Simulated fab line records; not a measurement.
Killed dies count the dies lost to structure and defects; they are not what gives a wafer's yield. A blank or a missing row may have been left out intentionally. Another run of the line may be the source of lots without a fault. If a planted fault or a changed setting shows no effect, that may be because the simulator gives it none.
fab line records	flow n5_finfet
record lots=5	wafers=15	last_day=19
route steps=1938 shown BEOL_M15@1797 PASSIVATION@1936
lots that met no fault: taken from a fault-free run of the same line
start_h: hours from the record's first day to the start of the lot's first wafer shown	wait_h: how many hours have passed since the lot's step before this one	" as in the row above	L1.1+2: several wafers, shown together as one row	- no value, or no start was given	* or withheld: withheld	< > ~ a bound
route shown NAME@n: names a module that has steps shown in the file, with the first one's number in the route	usual: mean/standard deviation of fault-free wafers	same: alike in all rows	chamber/n: place in a boat	sites: each site's reading	_std_site: how widely they spread, as a standard deviation	_edge_site: inner sites' mean taken away from outer sites' mean	radius_mm: for every site, how far away it sits from the centre of the wafer	mask NAME#n: copy n	behind: the most recent tool/chamber to have shaped the wafer	hold: cause of the lot's hold/its duration in hours/its outcome	device: transistor that didn't switch, given as n, p or np	end of line: the same wafers' tests at the end of the route	a step given without rows: its recipe and nothing more	killed: not the wafer's yield, but the dies lost to structure and defects at the first sort	map: per-die view of a wafer (x killed, . not killed, _ where there is no die)
set.NAME: the setting as run; set.NAME@STEP: as run at that earlier step	model.NAME: the simulator's own value behind a step, which no gauge read
lots at selected steps of the route; one table per step, one row per wafer
services: when a tool's chamber went out of use (start_h, in hours from the record's first day, below 0 if earlier), for how many hours, and the reason
## steps
# step N5_BEOL_M15_COAT_22
# recipe spin_rpm=1704	resist_thk_nm=800
# step N5_BEOL_M15_EBR_24
# recipe solvent=PGMEA	ebr_width_mm=1.5
# step N5_BEOL_M15_SOFTBAKE_23
# recipe temp_c=130	time_s=60
# step N5_BEOL_M15_EXPOSE_25
# recipe mask_id=M15	na=0.8	source_shape=annular	sigma_inner=0.5	sigma_outer=0.8	polarization=unpolarized	target_cd_nm=400	dose_mj=35.5
# step N5_BEOL_M15_PEB_26
# recipe peb_temp_c=130	peb_time_s=90
# step N5_BEOL_M15_DEVELOP_27
# recipe develop_time_s=45	rinse_liquid=diw	dry=air_spin	dev_temp_c=21
# step N5_BEOL_M15_HARDBAKE_32
# recipe temp_c=130	time_s=120
# step N5_BEOL_M15_CD_MEAS_28
# recipe target_cd_nm=407.6	landing_energy_ev=500	detector=se_inlens
# usual cd_nm=406.5/1.5
# same landing_energy_ev=500
lot.wafer	tool	chamber	start_h	wait_h	cd_nm
L358.1	cd_sem-01	0	334.07	-	408.7
L358.3	"	0	"	"	407.6
L358.6	"	0	"	"	407.3
L362.2	cd_sem-02	0	348.90	-	410.5
L362.5	"	0	"	"	406.6
L362.6	"	0	"	"	406.7
L369.1	cd_sem-02	0	408.31	-	406.5
L369.2	"	0	"	"	406.5
L369.3	"	0	"	"	406.1
L377.1	cd_sem-03	0	438.93	-	406.2
L377.3	"	0	"	"	406.9
L377.6	"	0	"	"	404.9
L378.2	cd_sem-03	0	447.95	-	405.5
L378.3	"	0	"	"	404.7
L378.4	"	0	"	"	406.9
# step N5_BEOL_M15_OVL_MEAS_29
# recipe points_per_wafer=44
# usual M15_OVL=0/4.3
lot.wafer	tool	chamber	start_h	wait_h	M15_OVL[nm]
L358.1	overlay-02	0	334.10	0.0	-1
L358.3	"	0	"	"	0
L358.6	"	0	"	"	-2
L362.2	overlay-02	0	348.93	0.0	-1
L362.5	"	0	"	"	-2
L362.6	"	0	"	"	-1
L369.1	overlay-01	0	408.34	0.0	1
L369.2	"	0	"	"	-1
L369.3	"	0	"	"	7
L377.1	overlay-01	0	438.96	0.0	-3
L377.3	"	0	"	"	-6
L377.6	"	0	"	"	-5
L378.2	overlay-01	0	447.98	0.0	-5
L378.3	"	0	"	"	-4
L378.4	"	0	"	"	-1
# step N5_BEOL_M15_INSPECT_30
# recipe mode=adi	inspect_instrument=macro
# usual raw_defect_count=2.3/1.6
lot.wafer	tool	chamber	start_h	wait_h	raw_defect_count
L358.1	defect_inspect-02	-	334.12	0.0	2
L358.3	"	-	"	"	1
L358.6	"	-	"	"	0
L362.2	defect_inspect-01	-	348.96	0.0	2
L362.5	"	-	"	"	0
L362.6	"	-	"	"	3
L369.1	defect_inspect-01	-	408.36	0.0	2
L369.2	"	-	"	"	1
L369.3	"	-	"	"	2
L377.1	defect_inspect-01	-	438.99	0.0	3
L377.3	"	-	"	"	1
L377.6	"	-	"	"	4
L378.2	defect_inspect-02	-	448.00	0.0	2
L378.3	"	-	"	"	2
L378.4	"	-	"	"	3
# step N5_BEOL_M15_DESCUM_33
# recipe chemistry=O2	time_s=7.9	source_power_w=50	bias_power_w=20	pressure_mtorr=20	rf_frequency_hz=2.712e+07	temp_c=40	o2_flow_sccm=225
# step N5_BEOL_M15_ETCH_61
# recipe chemistry=N2/H2	target=BARC	target_depth_a=890	overetch_a=267	time_s=67.9	ion_energy_ev=200	pressure_mtorr=30	source_w=840	bias_w=150	n2_flow_sccm=200	h2_flow_sccm=200
# step N5_BEOL_M15_TRENCH_ETCH_34
# recipe chemistry=C4F8/O2/Ar	target=SiO2	target_depth_a=8729.3	he_inner_torr=15	he_outer_torr=30	time_s=199	ion_energy_ev=800	pressure_mtorr=20	source_w=1905	bias_w=2040	Ar_flow_sccm=400	C4F8_flow_sccm=16	O2_flow_sccm=12
# usual drypump_motor_current_A=5.7/0.63	mfc_ar_sccm=399.9/1.2	oes_product_au=0.76/0.077	rf_vpp_V=2216/27	showerhead_plenum_p_Torr=3.43/0.094	throttle_valve_pct=30.86/0.29
lot.wafer	tool	chamber	start_h	wait_h	drypump_motor_current_A	mfc_ar_sccm	oes_product_au	rf_hours_counter_h	rf_vpp_V	showerhead_plenum_p_Torr	throttle_valve_pct	model.etch.depth_nm
L358.1	rie_diel-06	2	334.25	0.0	6.6	400.1	0.76	138	2187	3.46	31.05	886.8
L358.3	"	1	"	"	5.0	399.1	0.72	176	2240	3.43	31.10	857.4
L358.6	"	1	"	"	5.0	399.3	0.73	-	2239	3.43	31.09	854.3
L362.2	rie_diel-05	1	349.08	0.0	6.1	398.1	0.77	144	2214	3.43	30.65	867.5
L362.5	"	2	"	"	5.0	401.3	0.72	-	2230	3.53	30.83	872.7
L362.6	"	1	"	"	6.1	397.8	0.77	-	2214	3.43	30.66	875.2
L369.1	rie_diel-06	0	408.48	0.0	5.1	400.0	0.73	204	2199	3.40	30.56	886.4
L369.2	"	1	"	"	5.0	400.3	0.70	201	2240	3.42	31.11	898
L369.3	"	2	"	"	6.6	397.3	0.73	163	2187	3.44	31.05	879
L377.1	rie_diel-05	0	439.11	0.0	5.9	400.5	0.90	47	2195	3.49	30.54	907.6
L377.3	"	2	"	"	5.0	399.7	0.69	231	2226	3.51	30.85	869.2
L377.6	"	0	"	"	5.9	398.6	0.89	-	2196	3.49	30.56	904.6
L378.2	rie_diel-02	3	448.26	0.0	5.6	399.9	0.75	143	2184	3.20	31.03	870.3
L378.3	"	1	"	"	5.1	400.7	0.84	74	2202	3.47	30.95	895.6
L378.4	"	1	"	"	5.1	400.9	0.85	-	2203	3.47	30.97	900
# step N5_BEOL_M15_STRIP_36
# recipe chemistry=O2	power_w=600	temp_c=60	pressure_mtorr=30	rf_frequency_hz=6e+07	bias_power_w=0	overash_fraction=0.3	o2_flow_sccm=225
# step N5_BEOL_M15_STRIP_62
# recipe chemistry=O2	power_w=600	temp_c=60	pressure_mtorr=30	rf_frequency_hz=6e+07	bias_power_w=0	overash_fraction=0.3	o2_flow_sccm=225
# step N5_BEOL_M15_STRIP_37
# recipe chemistry=O2	power_w=600	temp_c=60	pressure_mtorr=30	rf_frequency_hz=6e+07	bias_power_w=0	overash_fraction=0.3	o2_flow_sccm=225
# usual drypump_motor_current_A=5.7/0.61	oes_product_au=0.76/0.079	rf_vpp_V=3.6/0.64	showerhead_plenum_p_Torr=2.09/0.066	temp_c=59.99/0.11	throttle_valve_pct=16.69/0.29
lot.wafer	tool	chamber	start_h	wait_h	drypump_motor_current_A	oes_product_au	rf_hours_counter_h	rf_vpp_V	showerhead_plenum_p_Torr	temp_c	throttle_valve_pct
L358.1	rie_diel-02	1	-	-	5.0	0.86	44	4.1	2.14	59.84	16.60
L358.3	"	2	"	"	6.3	0.70	221	3.8	2.09	59.95	17.27
L358.6	"	1	"	"	5.0	0.85	-	3.6	2.14	60.03	16.58
L362.2	rie_diel-02	1	-	-	5.0	0.86	46	2.5	2.14	60.11	16.60
L362.5	"	1	"	"	5.1	0.87	-	3.1	2.14	60.03	16.61
L362.6	"	0	"	"	5.5	0.95	-	3.9	2.22	59.95	16.28
L369.1	rie_diel-02	1	-	-	5.1	0.83	63	3.2	2.13	60.05	16.61
L369.2	"	0	"	"	5.5	0.92	22	4.1	2.21	60.00	16.31
L369.3	"	2	"	"	6.4	0.68	247	4.4	2.08	60.17	17.27
L377.1	rie_diel-05	2	-	-	5.0	0.68	232	4.4	2.17	60.08	16.89
L377.3	"	0	"	"	5.9	0.89	47	3.5	2.12	60.01	16.19
L377.6	"	1	"	"	6.2	0.74	-	3.3	2.06	59.99	16.48
L378.2	rie_diel-06	2	-	-	6.6	0.73	175	2.7	2.09	60.22	16.80
L378.3	"	1	"	"	5.0	0.70	213	3.5	2.07	59.85	16.88
L378.4	"	3	"	"	6.7	0.67	238	2.7	1.98	59.96	16.63
# step N5_BEOL_M15_ETCH_38
# recipe chemistry=CF4/N2	target=SiCN	target_depth_a=1064	taper_deg=2	time_s=120.5	ion_energy_ev=150	mask_material=SiO2	pressure_mtorr=40	source_w=430	bias_w=70	Ar_flow_sccm=100	cf4_flow_sccm=60	n2_flow_sccm=60
# step N5_BEOL_M15_PRECLEAN_39
# recipe chemistry=residue_remover	time_s=60	temp_c=40
# step N5_BEOL_M15_SRD_40
# recipe time_s=30	temp_c=23	rinse_liquid=diw	dry=n2_spin	spin_rpm=1500	dry_time_s=30
# step N5_BEOL_M15_DEGAS_41
# recipe ambient=vacuum	temp_c=300	time_s=60
# usual heater_power_w=458/32
lot.wafer	tool	chamber	start_h	wait_h	heater_power_w
L358.1	pvd_sputter-03	-	335.58	0.3	496
L358.3	"	-	"	"	411
L358.6	"	-	"	"	449
L362.2	pvd_sputter-02	-	353.12	0.6	471
L362.5	"	-	"	"	473
L362.6	"	-	"	"	448
L369.1	pvd_sputter-03	-	411.54	0.1	455
L369.2	"	-	"	"	416
L369.3	"	-	"	"	478
L377.1	pvd_sputter-02	-	440.47	0.5	449
L377.3	"	-	"	"	467
L377.6	"	-	"	"	450
L378.2	pvd_sputter-01	-	450.69	0.3	499
L378.3	"	-	"	"	498
L378.4	"	-	"	"	443
# step N5_BEOL_M15_PRE_CLEAN_42
# recipe gas=H2/He	time_s=30	temp_c=300
# step N5_BEOL_M15_SPUTTER_43
# recipe material=TaN	target_thk_a=150	temp_c=50	bias_v=168.6	power_w=15000	chamber_pressure_pa=0.12	time_s=24.19
# step N5_BEOL_M15_SPUTTER_44
# recipe material=Ta	target_thk_a=150	temp_c=50	bias_v=80	power_w=15000	chamber_pressure_pa=0.07	time_s=24.19
# usual chamber_pressure_pa=0.07/0.00013	throttle_valve_pct=30.2/0.83
lot.wafer	tool	chamber	start_h	wait_h	chamber_pressure_pa	throttle_valve_pct
L358.1	pvd_sputter-03	-	335.74	0.0	0.07007	29.4
L358.3	"	-	"	"	0.07012	30.0
L358.6	"	-	"	"	0.0698	30.6
L362.2	pvd_sputter-02	-	353.28	0.0	0.06979	30.8
L362.5	"	-	"	"	0.06983	30.6
L362.6	"	-	"	"	0.07006	31.0
L369.1	pvd_sputter-03	-	411.70	0.0	0.06973	30.8
L369.2	"	-	"	"	0.07022	30.0
L369.3	"	-	"	"	0.06999	28.5
L377.1	pvd_sputter-02	-	440.63	0.0	0.06987	31.3
L377.3	"	-	"	"	0.0699	30.3
L377.6	"	-	"	"	0.07009	31.2
L378.2	pvd_sputter-01	-	450.85	0.0	0.0699	30.8
L378.3	"	-	"	"	0.07005	29.0
L378.4	"	-	"	"	0.07048	31.4
# step N5_BEOL_M15_SPUTTER_45
# recipe material=Cu	target_thk_a=1000	temp_c=-20	bias_v=60	power_w=26000	chamber_pressure_pa=0.13	time_s=16.67
# usual chamber_pressure_pa=0.13002/0.00027	throttle_valve_pct=30.2/0.83
lot.wafer	tool	chamber	start_h	wait_h	chamber_pressure_pa	throttle_valve_pct
L358.1	pvd_sputter-03	-	335.82	0.0	0.13035	29.3
L358.3	"	-	"	"	0.12993	30.0
L358.6	"	-	"	"	0.12968	30.6
L362.2	pvd_sputter-02	-	353.36	0.0	0.13057	30.6
L362.5	"	-	"	"	0.13059	30.6
L362.6	"	-	"	"	0.13013	30.8
L369.1	pvd_sputter-03	-	411.78	0.0	0.13006	30.9
L369.2	"	-	"	"	0.13026	30.0
L369.3	"	-	"	"	0.13053	29.1
L377.1	pvd_sputter-02	-	440.71	0.0	0.12971	31.2
L377.3	"	-	"	"	0.13009	30.5
L377.6	"	-	"	"	0.12986	31.0
L378.2	pvd_sputter-01	-	450.93	0.0	0.13021	30.8
L378.3	"	-	"	"	0.13012	28.9
L378.4	"	-	"	"	0.12942	31.3
# step N5_BEOL_M15_ECD_47
# recipe material=Cu	target_thk_a=18600
# step N5_BEOL_M15_ANNEAL_48
# recipe temp_c=225	time_s=90	ambient=N2
# usual wafer_temp_C_max=225.74/0.23
lot.wafer	tool	chamber	start_h	wait_h	wafer_temp_C_max
L358.1	rtp_anneal-01	0	336.18	0.2	226.07
L358.3	"	0	"	"	225.68
L358.6	"	0	"	"	225.51
L362.2	rtp_anneal-02	0	353.88	0.3	225.56
L362.5	"	0	"	"	225.55
L362.6	"	0	"	"	225.44
L369.1	rtp_anneal-01	0	412.22	0.2	226.24
L369.2	"	0	"	"	225.97
L369.3	"	0	"	"	225.84
L377.1	rtp_anneal-01	0	441.07	0.2	225.83
L377.3	"	0	"	"	225.69
L377.6	"	0	"	"	225.92
L378.2	rtp_anneal-02	0	451.34	0.2	225.34
L378.3	"	0	"	"	225.45
L378.4	"	0	"	"	225.88
# step N5_BEOL_M15_CMP_49
# recipe stop_on=SiO2	t_overpolish_s=4.9	down_force_psi=2	platen_rpm=80	clearing_platen_down_force_psi=2	clearing_platen_rpm=80	post_cmp_clean=cu_alkaline	target_thk_nm=850	clearing_platen_pad_velocity_m_s=1.5917	pad_velocity_m_s=1.5917
# usual barrier_field_endpoint_s=11.46/0.29	motor_current_A=8.1/0.69	overpolish_run_s=4.900/0.0094	pad_life_wafers=993/540	slurry_filter_dp_kPa=13.49/0.15
lot.wafer	tool	chamber	start_h	wait_h	barrier_field_endpoint_s	motor_current_A	overpolish_run_s	pad_life_wafers	slurry_filter_dp_kPa	model.Cu_of_BEOL_M15_ECD_47.thk_nm
L358.1	cmp-02	3	336.48	0.3	12.09	7.9	4.890	228	13.46	863.4
L358.3	"	2	"	"	11.91	9.0	4.910	231	13.59	835.6
L358.6	"	3	"	"	11.97	7.6	4.901	-	13.44	831.8
L362.2	cmp-01	2	354.13	0.2	11.30	8.9	4.905	162	13.77	845.6
L362.5	"	2	"	"	11.53	8.6	4.902	-	13.38	849
L362.6	"	3	"	"	11.27	7.6	4.895	-	13.82	852.2
L369.1	cmp-04	1	412.89	0.6	11.45	7.2	4.902	1830	13.21	863.8
L369.2	"	2	"	"	11.39	7.9	4.897	1831	13.45	875.8
L369.3	"	3	"	"	11.79	8.2	4.912	1832	13.34	857.8
L377.1	cmp-02	1	441.37	0.3	11.60	7.9	4.898	1122	13.48	884
L377.3	"	2	"	"	11.48	9.6	4.912	1123	13.62	847.4
L377.6	"	2	"	"	11.59	9.3	4.903	-	13.56	883.2
L378.4	cmp-01	0	451.59	0.1	11.69	9.5	4.916	792	13.71	875.8
L378.2	"	2	"	"	11.07	8.4	4.898	794	13.51	845
L378.3	"	3	"	"	11.19	7.8	4.909	795	13.61	870.4
# step N5_BEOL_M15_THK_MEAS_50
# recipe thk_meas_gauge=xrf	reads=Cu_of_BEOL_M15_ECD_47
# usual M15_THK=855/16
lot.wafer	tool	chamber	start_h	wait_h	M15_THK[nm]
L358.1	film_metro-01	-	336.77	-	861
L358.3	"	-	"	"	836
L358.6	"	-	"	"	837
L362.2	film_metro-01	-	354.43	-	843
L362.5	"	-	"	"	846
L362.6	"	-	"	"	854
L369.1	film_metro-02	-	413.19	-	867
L369.2	"	-	"	"	879
L369.3	"	-	"	"	862
L377.1	film_metro-02	-	441.66	-	884
L377.3	"	-	"	"	846
L377.6	"	-	"	"	884
L378.2	film_metro-02	-	451.88	-	847
L378.3	"	-	"	"	870
L378.4	"	-	"	"	879
# step N5_PASSIVATION_PROBE_49
# usual defect_limited_yield=91.4/1.2	killed_at_M0_to_M3=34/9.1	killed_at_M4_up=14/5.8	killed_at_contacts=13/6	killed_at_front_end=38/10	killed_at_other=3.2/2.7	killed_dies=102/14	killed_open=68/11	killed_short=32/7.2	sort_bin_5_function=5.1/0.83	sort_bin_6_memory=3.2/0.56	sort_bin_8_speed=0.01/0.064	sort_n_pass=1078/14	sort_yield_pct=91.4/1.2
# same gross_dies=1180	killed_at_back_side=0	sort_bin_4_leakage[%]=0
lot.wafer	tool	chamber	start_h	wait_h	defect_limited_yield[%]	killed_at_M0_to_M3	killed_at_M4_up	killed_at_contacts	killed_at_front_end	killed_at_other	killed_dies	killed_open	killed_short	sort_bin_5_function[%]	sort_bin_6_memory[%]	sort_bin_8_speed[%]	sort_n_pass	sort_yield_pct[%]
L358.1	prober-02	-	350.94	0.0	92.8	15	16	18	34	2	85	66	17	4.2	2.8	0	1095	92.8
L358.3	prober-02	-	351.04	0.1	91.2	24	23	22	35	0	104	71	29	4.8	3.3	0	1076	91.2
L358.6	prober-02	-	351.19	0.3	92.0	26	21	6	37	4	94	73	20	5.2	2.5	0	1086	92.0
L377.1	prober-01	-	455.91	0.0	91.0	28	18	17	43	0	106	63	39	5.6	2.5	0	1074	91.0
L377.3	prober-01	-	456.01	0.1	92.1	33	10	15	34	1	93	55	38	4.3	3.0	0	1087	92.1
L377.6	prober-01	-	456.16	0.3	90.6	35	18	7	49	2	111	71	35	5.8	3.3	0	1069	90.6
L378.2	prober-01	-	465.70	0.1	92.4	26	10	9	43	2	90	58	30	4.8	2.6	0	1090	92.4
L378.3	prober-01	-	465.75	0.1	88.4	46	21	12	57	1	137	89	47	6.9	4.3	0	1043	88.4
L378.4	prober-01	-	465.80	0.2	90.2	49	12	17	34	4	116	69	44	5.5	3.7	0	1064	90.2
# killed by level:class
L358.1 MOL_CONTACT_COAG:geometric_particle:open=14 STI_FIN_REVEAL:geometric_particle:open=9 BEOL_M4:geometric_particle:open=9 FIN_SAQP:geometric_particle:open=7 BEOL_M3:geometric_particle:open=6 MOL_CONTACT_COAG:geometric_particle:short=4 BEOL_M1:geometric_particle:open=3 BEOL_M2:geometric_particle:open=3
L358.3 MOL_CONTACT_COAG:geometric_particle:open=17 BEOL_M4:geometric_particle:open=14 FIN_SAQP:geometric_particle:short=8 BEOL_M1:geometric_particle:open=7 STI_FIN_REVEAL:geometric_particle:open=6 MOL_CONTACT_COAG:geometric_particle:short=5 BEOL_M2:geometric_particle:open=5 FIN_SAQP:geometric_particle:open=4
L358.6 STI_FIN_REVEAL:geometric_particle:open=19 BEOL_M4:geometric_particle:open=8 FIN_SAQP:geometric_particle:open=7 MOL_CONTACT_COAG:geometric_particle:open=6 BEOL_M1:geometric_particle:open=6 BEOL_M2:geometric_particle:open=6 BEOL_M0:geometric_particle:open=4 STI_FIN_REVEAL:geometric_particle:short=3
L377.1 MOL_CONTACT_COAG:geometric_particle:open=12 FIN_SAQP:geometric_particle:open=8 STI_FIN_REVEAL:geometric_particle:open=7 GATE_CUT:geometric_particle:short=7 BEOL_M3:geometric_particle:short=6 BEOL_M4:geometric_particle:open=5 MOL_CONTACT_COAG:geometric_particle:short=5 BEOL_M2:geometric_particle:short=5
L377.3 MOL_CONTACT_COAG:geometric_particle:open=13 BEOL_M0_SAQP:geometric_particle:short=9 BEOL_M0_SAQP:geometric_particle:open=9 GATE_CUT:geometric_particle:short=8 BEOL_M2:geometric_particle:open=7 FIN_SAQP:geometric_particle:open=5 FIN_SAQP:geometric_particle:short=4 DUMMY_GATE:geometric_particle:open=4
L377.6 DUMMY_GATE:geometric_particle:open=12 FIN_SAQP:geometric_particle:short=9 BEOL_M2:geometric_particle:open=9 BEOL_M0_SAQP:geometric_particle:short=8 BEOL_M4:geometric_particle:open=6 STI_FIN_REVEAL:geometric_particle:open=5 GATE_CUT:geometric_particle:short=5 MOL_CONTACT_COAG:geometric_particle:open=5
L378.2 STI_FIN_REVEAL:geometric_particle:open=17 BEOL_M2:geometric_particle:open=8 MOL_CONTACT_COAG:geometric_particle:open=6 STI_FIN_REVEAL:geometric_particle:short=5 BEOL_M4:geometric_particle:open=5 FIN_SAQP:geometric_particle:short=4 DUMMY_GATE:geometric_particle:open=4 BEOL_M0_SAQP:geometric_particle:short=4
L378.3 STI_FIN_REVEAL:geometric_particle:open=28 FIN_SAQP:geometric_particle:short=12 MOL_CONTACT_COAG:geometric_particle:open=11 BEOL_M0_SAQP:geometric_particle:short=11 BEOL_M0_SAQP:geometric_particle:open=9 BEOL_M4:geometric_particle:open=9 BEOL_M1:geometric_particle:open=7 BEOL_M2:geometric_particle:open=6
L378.4 MOL_CONTACT_COAG:geometric_particle:open=12 BEOL_M0_SAQP:geometric_particle:short=10 BEOL_M0_SAQP:geometric_particle:open=9 STI_FIN_REVEAL:geometric_particle:open=9 BEOL_M3:geometric_particle:open=9 FIN_SAQP:geometric_particle:short=8 BEOL_M2:geometric_particle:short=8 BEOL_M2:geometric_particle:open=7
## services
tool	chamber	start_h	hours	kind
pvd_sputter-02	-	313.19	18.0	repair
cmp-02	-	314.77	1.0	repair
cmp-01	-	330.42	4.0	pm
rtp_anneal-01	-	348.53	5.7	pm
pvd_sputter-01	-	352.24	1.7	repair
rie_diel-05	0	359.41	10.1	repair
cmp-02	-	359.47	1.0	repair
cmp-02	-	362.22	2.2	repair
cmp-02	-	372.54	1.5	repair
cmp-01	-	373.41	0.7	repair
rie_diel-06	3	390.12	6.1	repair
rie_diel-02	0	390.16	5.6	repair
cmp-02	-	390.53	2.9	repair
pvd_sputter-01	-	394.70	27.2	repair
rie_diel-02	3	397.07	5.9	repair
cmp-01	-	409.18	13.5	pm
rie_diel-02	-	426.34	0.8	repair
rie_diel-05	3	433.58	22.9	repair
cmp-01	-	434.36	1.0	repair
pvd_sputter-03	-	437.00	2.2	repair
rie_diel-02	2	437.86	4.1	repair
pvd_sputter-03	-	440.50	0.9	repair
cmp-01	-	441.77	3.8	pm
rie_diel-06	3	450.81	5.4	repair
## key
first_sign none at tools or gauges
model_effect step=N5_BEOL_M15_TRENCH_ETCH_34	value=etch.depth_nm	without=858.6	struck=898
model_effect step=N5_BEOL_M15_CMP_49	value=Cu_of_BEOL_M15_ECD_47.thk_nm	without=836.4	struck=875.8
met_at N5_BEOL_M15_TRENCH_ETCH_34
struck_wafers L369.2
onset_between 334.25 408.48
fault kind=process_parameter_drift	tool=rie_diel-06	chamber=-	onset_h=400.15	steps=N5_BEOL_M15_TRENCH_ETCH_34	channel=time_s	offset=*	shape=step	end_h=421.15	scope=struck_wafers_only	acts_in=*	stated=*
